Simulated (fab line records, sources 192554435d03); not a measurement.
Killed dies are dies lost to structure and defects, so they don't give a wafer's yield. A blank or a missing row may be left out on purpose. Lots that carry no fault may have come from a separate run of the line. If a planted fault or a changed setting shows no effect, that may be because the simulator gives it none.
fab line records / flow n5Finfet
record lots=3 wafers=9 lastDay=19
route steps=1938 shown BEOL_M3@1009 BEOL_M4@1021 PASSIVATION@1936
lots that met no fault: taken from a fault-free run of the same line
startH: start of the lot's first displayed wafer, in hours after the record's first day / waitH: time in hours since the lot's previous step / " the same as in the row above / L1.1+2: a row that stands for several wafers / - no value present, or no start provided / * or withheld: withheld / < > ~ a bound
route shown NAME@n: a module of which the file shows steps, and the number in the route of the first / usual: average and standard deviation across the fault-free wafers / same: alike in all rows / chamber/n: place in a boat / sites: each site's reading / _std_site: standard deviation across them / _edge_site: the outer-site mean with the inner-site mean subtracted / radiusMm: for every site, how far away it sits from the centre of the wafer / mask NAME#n: copy n / behind: the tool/chamber that last shaped the wafer / hold: reason for holding the lot/hours on hold/outcome of the hold / device: the transistor (n, p or np) that didn't switch / end of line: the route-end tests of the same wafers / for a step that has no rows: nothing shown but its recipe / killed: at the first sort, the dies lost to defects and structure; wafer yield is something else / map: dies across one wafer; x = killed, . = not, _ = none there
set.NAME: the setting as run; set.NAME@STEP: as run at that earlier step / model.NAME: the simulator's own value behind a step, which no gauge read
lots seen at some steps along the route; tables by step, rows by wafer
services: from which hour (startH, from the record's first day; less than 0 if before it) a tool's chamber was out of use, for how many hours, and why
## steps
# step N5_BEOL_M3_ANNEAL_95
# recipe tempC=400 timeS=240 ambient=vacuum
# step N5_BEOL_M3_SPUTTER_96
# recipe material=Cu targetThkA=45 tempC=-20 chamberPressurePa=0.07 powerW=withheld timeS=8.29
# step N5_BEOL_M3_ECD_50
# recipe material=Cu targetThkA=3000
# step N5_BEOL_M3_ANNEAL_51
# recipe tempC=225 timeS=90 ambient=N2
# step N5_BEOL_M3_CMP_52
# recipe stopOn=SiOC tOverpolishS=6.8 downForcePsi=1 platenRpm=50 clearingPlatenDownForcePsi=1.5 clearingPlatenRpm=50 postCmpClean=cuAlkaline targetThkNm=40 clearingPlatenPadVelocityMS=0.99484 padVelocityMS=0.99484
# step N5_BEOL_M3_PRE_CLEAN_60
# recipe gas=NH3/H2 timeS=15 tempC=* rfPowerW=300
# step N5_BEOL_M3_CO_CAP_55
# recipe material=Co targetThkA=20 tempC=200 precursor=CCTBA/H2 pressureTorr=30 timeS=102.1
# step N5_BEOL_M3_PRE_CLEAN_56
# recipe gas=NH3 timeS=15 tempC=withheld rfPowerW=300
# step N5_BEOL_M3_DEP_57
# recipe material=SiCN targetThkA=80 tempC=withheld precursor=3MS/NH3 pressureTorr=3 rfW=202 timeS=14
# step N5_BEOL_M4_ILD_DEP_00
# recipe material=SiOC targetThkA=790 tempC=350 precursor=DEMS/O2 pressureTorr=5 rfW=500 timeS=15.3
# usual heaterPowerW=486/47 showerheadPlenumPTorr=5.693/0.013 susceptorTempC=349.97/0.24 throttleValvePct=11.7/0.57
lot.wafer=L331.1 tool=pecvd-01 chamber=1 startH=247.16 waitH=0.0 heaterPowerW=491 showerheadPlenumPTorr=5.701 sinceWetCleanH=1676 susceptorTempC=349.82 throttleValvePct=10.7 model.SiOC_of_BEOL_M4_ILD_DEP_00.thkNm=79.2
lot.wafer=L331.4 tool=pecvd-01 chamber=2 startH=247.16 waitH=0.0 heaterPowerW=407 showerheadPlenumPTorr=5.694 sinceWetCleanH=- susceptorTempC=349.81 throttleValvePct=11.9 model.SiOC_of_BEOL_M4_ILD_DEP_00.thkNm=80
lot.wafer=L331.5 tool=pecvd-01 chamber=0 startH=247.16 waitH=0.0 heaterPowerW=495 showerheadPlenumPTorr=5.681 sinceWetCleanH=- susceptorTempC=349.69 throttleValvePct=12.1 model.SiOC_of_BEOL_M4_ILD_DEP_00.thkNm=87.8
lot.wafer=L335.3 tool=pecvd-03 chamber=2 startH=285.36 waitH=0.1 heaterPowerW=444 showerheadPlenumPTorr=5.705 sinceWetCleanH=- susceptorTempC=349.92 throttleValvePct=11.1 model.SiOC_of_BEOL_M4_ILD_DEP_00.thkNm=77.8
lot.wafer=L335.4 tool=pecvd-03 chamber=1 startH=285.36 waitH=0.1 heaterPowerW=454 showerheadPlenumPTorr=5.699 sinceWetCleanH=- susceptorTempC=350.55 throttleValvePct=12.1 model.SiOC_of_BEOL_M4_ILD_DEP_00.thkNm=77.4
lot.wafer=L335.6 tool=pecvd-03 chamber=1 startH=285.36 waitH=0.1 heaterPowerW=476 showerheadPlenumPTorr=5.695 sinceWetCleanH=- susceptorTempC=350.15 throttleValvePct=11.8 model.SiOC_of_BEOL_M4_ILD_DEP_00.thkNm=78
lot.wafer=L336.1 tool=pecvd-01 chamber=1 startH=320.86 waitH=0.0 heaterPowerW=600 showerheadPlenumPTorr=5.696 sinceWetCleanH=1750 susceptorTempC=349.94 throttleValvePct=10.8 model.SiOC_of_BEOL_M4_ILD_DEP_00.thkNm=79.2
lot.wafer=L336.4 tool=pecvd-01 chamber=2 startH=320.86 waitH=0.0 heaterPowerW=488 showerheadPlenumPTorr=5.685 sinceWetCleanH=- susceptorTempC=349.85 throttleValvePct=11.5 model.SiOC_of_BEOL_M4_ILD_DEP_00.thkNm=80.2
lot.wafer=L336.5 tool=pecvd-01 chamber=0 startH=320.86 waitH=0.0 heaterPowerW=454 showerheadPlenumPTorr=5.692 sinceWetCleanH=- susceptorTempC=350.02 throttleValvePct=11.9 model.SiOC_of_BEOL_M4_ILD_DEP_00.thkNm=80.4
# step N5_BEOL_M4_THK_MEAS_01
# recipe reads=SiOC_of_BEOL_M4_ILD_DEP_00
# usual M4_ILD_THK=79.1/1
lot.wafer=L331.1 tool=filmMetro-02 chamber=- startH=247.23 waitH=0.0 M4_ILD_THK[nm]=79.1
lot.wafer=L331.4 tool=filmMetro-02 chamber=- startH=247.23 waitH=0.0 M4_ILD_THK[nm]=80.1
lot.wafer=L331.5 tool=filmMetro-02 chamber=- startH=247.23 waitH=0.0 M4_ILD_THK[nm]=87.9
lot.wafer=L335.3 tool=filmMetro-01 chamber=- startH=285.43 waitH=0.1 M4_ILD_THK[nm]=77.8
lot.wafer=L335.4 tool=filmMetro-01 chamber=- startH=285.43 waitH=0.1 M4_ILD_THK[nm]=77.4
lot.wafer=L335.6 tool=filmMetro-01 chamber=- startH=285.43 waitH=0.1 M4_ILD_THK[nm]=78.1
lot.wafer=L336.1 tool=filmMetro-01 chamber=- startH=320.93 waitH=0.0 M4_ILD_THK[nm]=79.2
lot.wafer=L336.4 tool=filmMetro-01 chamber=- startH=320.93 waitH=0.0 M4_ILD_THK[nm]=80.2
lot.wafer=L336.5 tool=filmMetro-01 chamber=- startH=320.93 waitH=0.0 M4_ILD_THK[nm]=80.4
# step N5_BEOL_M4_PECVD_72
# recipe material=SiO2 targetThkA=160 tempC=400 precursor=TEOS/O2 pressureTorr=5.5 rfW=450 teosFlowSccm=53.8 gas=O2 flowSccm=3000 timeS=18
# step N5_BEOL_M4_HM_DEP_02
# recipe material=TiN targetThkA=200 tempC=25 chamberPressurePa=0.49996
# step N5_BEOL_M4_COAT_61
# recipe resist=SOC tempC=250 timeS=60 spinRpm=1500 resistThkNm=60
# step N5_BEOL_M4_COAT_62
# recipe resist=SiARC tempC=220 timeS=60 spinRpm=1500 resistThkNm=12
# step N5_BEOL_M4_COAT_73
# recipe resist=underlayer tempC=205 timeS=60 spinRpm=1500 resistThkNm=5
# step N5_BEOL_M4_COAT_05
# recipe resist=CAR-EUV spinRpm=1500 resistThkNm=30
# step N5_BEOL_M4_EBR_07
# recipe solvent=PGMEA ebrWidthMm=1.5
# step N5_BEOL_M4_SOFTBAKE_06
# recipe tempC=110 timeS=60 resist=CAR-EUV
# step N5_BEOL_M4_EXPOSE_08
# recipe maskId=M4 na=0.33 sourceShape=dipole sigmaInner=0.369 sigmaOuter=0.767 polarization=unpolarized doseMj=41.25
# step N5_BEOL_M4_PEB_09
# recipe pebTempC=100 pebTimeS=60 resist=CAR-EUV
# step N5_BEOL_M4_DEVELOP_10
# recipe developTimeS=30 developer=TMAH resist=CAR-EUV rinseLiquid=surfactantRinse dry=airSpin devTempC=23
# step N5_BEOL_M4_DESCUM_16
# recipe chemistry=O2 timeS=7 sourcePowerW=50 biasPowerW=20 pressureMtorr=20 rfFrequencyHz=2.712e+07 tempC=40 resist=CAR-EUV o2FlowSccm=225
# step N5_BEOL_M4_ETCH_74
# recipe chemistry=N2/H2 target=underlayer targetDepthA=65 maskMaterial=CAR-EUV timeS=5.2 ionEnergyEv=200 pressureMtorr=30 sourceW=840 biasW=150 n2FlowSccm=200 h2FlowSccm=200 ends=cleared
# step N5_BEOL_M4_ETCH_63
# recipe chemistry=CF4 target=SiARC targetDepthA=156 maskMaterial=CAR-EUV timeS=26 ionEnergyEv=80 pressureMtorr=40 sourceW=545 biasW=36 Ar_flow_sccm=100 cf4FlowSccm=100 ends=cleared
# step N5_BEOL_M4_ETCH_64
# recipe chemistry=N2/H2 target=SOC targetDepthA=750 overetchA=225 maskMaterial=SiARC tempC=40 timeS=121.9 ionEnergyEv=200 pressureMtorr=30 sourceW=840 biasW=150 n2FlowSccm=200 h2FlowSccm=200
# step N5_BEOL_M4_STRIP_65
# recipe chemistry=N2/H2 tempC=40 n2FlowSccm=200 h2FlowSccm=200 rfFrequencyHz=6e+07
# step N5_BEOL_M4_STRIP_75
# recipe chemistry=N2/H2 tempC=40 n2FlowSccm=200 h2FlowSccm=200 rfFrequencyHz=6e+07
# step N5_BEOL_M4_STRIP_66
# recipe chemistry=CF4 resist=SiARC powerW=300 biasPowerW=75 pressureMtorr=50 cf4FlowSccm=150 rfFrequencyHz=6e+07
# step N5_BEOL_M4_HM_OPEN_17
# recipe chemistry=Cl2/BCl3 targetDepthA=200 overetchA=60 target=TiN maskMaterial=SOC ionEnergyEv=150 pressureMtorr=10 icpW=1000 biasW=126 Cl2_flow_sccm=53.25 bcl3FlowSccm=21.75 Ar_flow_sccm=25
# step N5_BEOL_M4_STRIP_19
# recipe chemistry=O2 powerW=400 tempC=40 pressureMtorr=30 rfFrequencyHz=6e+07 biasPowerW=0 overashFraction=0.2 o2FlowSccm=225
# step N5_BEOL_M4_COAT_67
# recipe resist=SOC tempC=250 timeS=60 spinRpm=1500 resistThkNm=60
# step N5_BEOL_M4_COAT_68
# recipe resist=SiARC tempC=220 timeS=60 spinRpm=1500 resistThkNm=12
# step N5_BEOL_M4_COAT_76
# recipe resist=underlayer tempC=205 timeS=60 spinRpm=1500 resistThkNm=5
# step N5_BEOL_M4_COAT_22
# recipe resist=CAR-EUV spinRpm=1500 resistThkNm=30
# step N5_BEOL_M4_CMP_52
# recipe stopOn=SiOC tOverpolishS=6.8 downForcePsi=1 platenRpm=50 clearingPlatenDownForcePsi=1.5 clearingPlatenRpm=50 postCmpClean=cuAlkaline targetThkNm=40 clearingPlatenPadVelocityMS=0.99484 padVelocityMS=0.99484
# usual clearingPlatenRpm=49.998/0.027 motorCurrentA=6.2/0.35 platenRpm=50.00/0.033
lot.wafer=L331.1 tool=cmp-01 chamber=0 startH=281.34 waitH=0.3 clearingPlatenRpm=50.022 motorCurrentA=6.0 platenRpm=50.00 model.SiOC_of_BEOL_M4_ILD_DEP_00.thkNm=76.2
lot.wafer=L331.4 tool=cmp-01 chamber=1 startH=281.34 waitH=0.3 clearingPlatenRpm=50.022 motorCurrentA=6.1 platenRpm=50.04 model.SiOC_of_BEOL_M4_ILD_DEP_00.thkNm=77
lot.wafer=L331.5 tool=cmp-01 chamber=3 startH=281.34 waitH=0.3 clearingPlatenRpm=50.001 motorCurrentA=6.0 platenRpm=49.95 model.SiOC_of_BEOL_M4_ILD_DEP_00.thkNm=84.8
lot.wafer=L335.3 tool=cmp-01 chamber=1 startH=295.97 waitH=0.3 clearingPlatenRpm=49.928 motorCurrentA=5.7 platenRpm=49.96 model.SiOC_of_BEOL_M4_ILD_DEP_00.thkNm=74.8
lot.wafer=L335.4 tool=cmp-01 chamber=2 startH=295.97 waitH=0.3 clearingPlatenRpm=50.017 motorCurrentA=6.3 platenRpm=49.94 model.SiOC_of_BEOL_M4_ILD_DEP_00.thkNm=74.4
lot.wafer=L335.6 tool=cmp-01 chamber=0 startH=295.97 waitH=0.3 clearingPlatenRpm=50.013 motorCurrentA=6.4 platenRpm=50.02 model.SiOC_of_BEOL_M4_ILD_DEP_00.thkNm=75
lot.wafer=L336.1 tool=cmp-02 chamber=2 startH=333.38 waitH=0.3 clearingPlatenRpm=50.056 motorCurrentA=6.7 platenRpm=49.97 model.SiOC_of_BEOL_M4_ILD_DEP_00.thkNm=76.2
lot.wafer=L336.4 tool=cmp-02 chamber=3 startH=333.38 waitH=0.3 clearingPlatenRpm=49.967 motorCurrentA=6.3 platenRpm=50.03 model.SiOC_of_BEOL_M4_ILD_DEP_00.thkNm=77.2
lot.wafer=L336.5 tool=cmp-02 chamber=1 startH=333.38 waitH=0.3 clearingPlatenRpm=49.998 motorCurrentA=5.7 platenRpm=50.00 model.SiOC_of_BEOL_M4_ILD_DEP_00.thkNm=77.4
# step N5_BEOL_M4_RC_MEAS_101
# usual DIBL_N=36.0/1.7 DIBL_P=36.2/1.9 IOFF_N=0.154/0.028 IOFF_P=0.21/0.036 ION_N=675/11 ION_P=463/8.3 SS_N=71.4/0.63 SS_P=73.2/0.55 VT_N=250.2/3 VT_P=-251/3.7
lot.wafer=L331.1 tool=prober-02 chamber=0 startH=281.91 waitH=0.0 DIBL_N[mV/V]=36.8 DIBL_P[mV/V]=34.9 IOFF_N[nA/um]=0.152 IOFF_P[nA/um]=0.18 ION_N[uA/um]=660 ION_P[uA/um]=448 SS_N[mV/dec]=71.8 SS_P[mV/dec]=73.0 VT_N[mV]=253.4 VT_P[mV]=-254
lot.wafer=L331.4 tool=prober-02 chamber=0 startH=281.91 waitH=0.0 DIBL_N[mV/V]=34.3 DIBL_P[mV/V]=33.4 IOFF_N[nA/um]=0.118 IOFF_P[nA/um]=0.17 ION_N[uA/um]=666 ION_P[uA/um]=458 SS_N[mV/dec]=71.0 SS_P[mV/dec]=73.1 VT_N[mV]=252.1 VT_P[mV]=-253
lot.wafer=L331.5 tool=prober-02 chamber=0 startH=281.91 waitH=0.0 DIBL_N[mV/V]=35.0 DIBL_P[mV/V]=34.5 IOFF_N[nA/um]=0.134 IOFF_P[nA/um]=0.18 ION_N[uA/um]=670 ION_P[uA/um]=461 SS_N[mV/dec]=71.5 SS_P[mV/dec]=72.9 VT_N[mV]=247.7 VT_P[mV]=-250
lot.wafer=L335.3 tool=prober-02 chamber=0 startH=297.04 waitH=0.3 DIBL_N[mV/V]=36.1 DIBL_P[mV/V]=36.7 IOFF_N[nA/um]=0.151 IOFF_P[nA/um]=0.22 ION_N[uA/um]=664 ION_P[uA/um]=461 SS_N[mV/dec]=71.7 SS_P[mV/dec]=73.2 VT_N[mV]=251.0 VT_P[mV]=-250
lot.wafer=L335.4 tool=prober-02 chamber=0 startH=297.04 waitH=0.3 DIBL_N[mV/V]=34.7 DIBL_P[mV/V]=34.9 IOFF_N[nA/um]=0.135 IOFF_P[nA/um]=0.19 ION_N[uA/um]=680 ION_P[uA/um]=475 SS_N[mV/dec]=71.2 SS_P[mV/dec]=73.0 VT_N[mV]=251.2 VT_P[mV]=-250
lot.wafer=L335.6 tool=prober-02 chamber=0 startH=297.04 waitH=0.3 DIBL_N[mV/V]=36.2 DIBL_P[mV/V]=36.7 IOFF_N[nA/um]=0.157 IOFF_P[nA/um]=0.22 ION_N[uA/um]=678 ION_P[uA/um]=463 SS_N[mV/dec]=71.9 SS_P[mV/dec]=73.5 VT_N[mV]=252.7 VT_P[mV]=-250
lot.wafer=L336.1 tool=prober-01 chamber=0 startH=333.91 waitH=0.0 DIBL_N[mV/V]=35.3 DIBL_P[mV/V]=36.8 IOFF_N[nA/um]=0.151 IOFF_P[nA/um]=0.20 ION_N[uA/um]=694 ION_P[uA/um]=477 SS_N[mV/dec]=69.9 SS_P[mV/dec]=72.9 VT_N[mV]=248.4 VT_P[mV]=-251
lot.wafer=L336.4 tool=prober-01 chamber=0 startH=333.91 waitH=0.0 DIBL_N[mV/V]=34.8 DIBL_P[mV/V]=35.9 IOFF_N[nA/um]=0.130 IOFF_P[nA/um]=0.18 ION_N[uA/um]=674 ION_P[uA/um]=462 SS_N[mV/dec]=69.6 SS_P[mV/dec]=72.8 VT_N[mV]=251.8 VT_P[mV]=-252
lot.wafer=L336.5 tool=prober-01 chamber=0 startH=333.91 waitH=0.0 DIBL_N[mV/V]=34.4 DIBL_P[mV/V]=35.1 IOFF_N[nA/um]=0.133 IOFF_P[nA/um]=0.17 ION_N[uA/um]=665 ION_P[uA/um]=457 SS_N[mV/dec]=70.3 SS_P[mV/dec]=73.0 VT_N[mV]=248.7 VT_P[mV]=-251
# step N5_PASSIVATION_PROBE_49
# usual defectLimitedYield=90.9/1.4 killed_at_M0_to_M3=38/11 killed_at_M4_up=13/5.9 killedAtContacts=14/6.4 killedAtFrontEnd=38/11 killedAtOther=3.3/2.5 killedDies=107/16 killedOpen=70/12 killedShort=35/7.7 sort_bin_5_function=5.3/0.94 sort_bin_6_memory=3.5/0.7 sortNPass=1073/16 sortYieldPct=90.9/1.4
# same grossDies=1180 killedAtBackSide=0 sort_bin_4_leakage[%]=0 sort_bin_8_speed[%]=0
lot.wafer=L335.6 tool=prober-02 chamber=- startH=414.89 waitH=0.3 defectLimitedYield[%]=90.3 killed_at_M0_to_M3=41 killed_at_M4_up=11 killedAtContacts=12 killedAtFrontEnd=48 killedAtOther=2 killedDies=114 killedOpen=67 killedShort=47 sort_bin_5_function[%]=6.3 sort_bin_6_memory[%]=2.9 sortNPass=1066 sortYieldPct[%]=90.3
# killed by level:class
L335.6 BEOL_M0_SAQP:geometricParticle:short=16 STI_FIN_REVEAL:geometricParticle:open=14 FIN_SAQP:geometricParticle:short=10 MOL_CONTACT_COAG:geometricParticle:open=8 BEOL_M0_SAQP:geometricParticle:open=8 FIN_SAQP:geometricParticle:open=6 DUMMY_GATE:geometricParticle:open=6 BEOL_M1:geometricParticle:open=5
## services
tool=cmp-01 chamber=- startH=251.66 hours=1.4 kind=repair
tool=cmp-01 chamber=- startH=253.25 hours=6.7 kind=pm
tool=cmp-01 chamber=- startH=265.31 hours=4.0 kind=pm
tool=cmp-01 chamber=- startH=269.31 hours=- kind=consumableReplace:conditioner
tool=cmp-01 chamber=- startH=269.31 hours=- kind=consumableReplace:pad
tool=pecvd-01 chamber=1 startH=274.17 hours=12.3 kind=repair
tool=pecvd-01 chamber=- startH=275.27 hours=0.9 kind=repair
tool=pecvd-03 chamber=- startH=286.12 hours=14.6 kind=pm
tool=pecvd-01 chamber=1 startH=305.00 hours=2.1 kind=scheduledDown
tool=cmp-02 chamber=- startH=308.14 hours=9.1 kind=pm
## key
firstSign step=N5_BEOL_M4_THK_MEAS_01 reading=M4_ILD_THK direction=up sigmas=8.5 usual=79.1 struck=87.9
effect none on later readings
modelEffect step=N5_BEOL_M4_ILD_DEP_00 value=SiOC_of_BEOL_M4_ILD_DEP_00.thkNm without=81.2 struck=87.8
modelEffect step=N5_BEOL_M4_CMP_52 value=SiOC_of_BEOL_M4_ILD_DEP_00.thkNm without=78.2 struck=84.8
metAt N5_BEOL_M4_ILD_DEP_00
struckWafers L331.5
fault kind=processParameterDrift tool=pecvd-01 chamber=0 onsetH=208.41 steps=N5_BEOL_M4_ILD_DEP_00 channel=timeS offset=* shape=step endH=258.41 actsIn=* stated=*
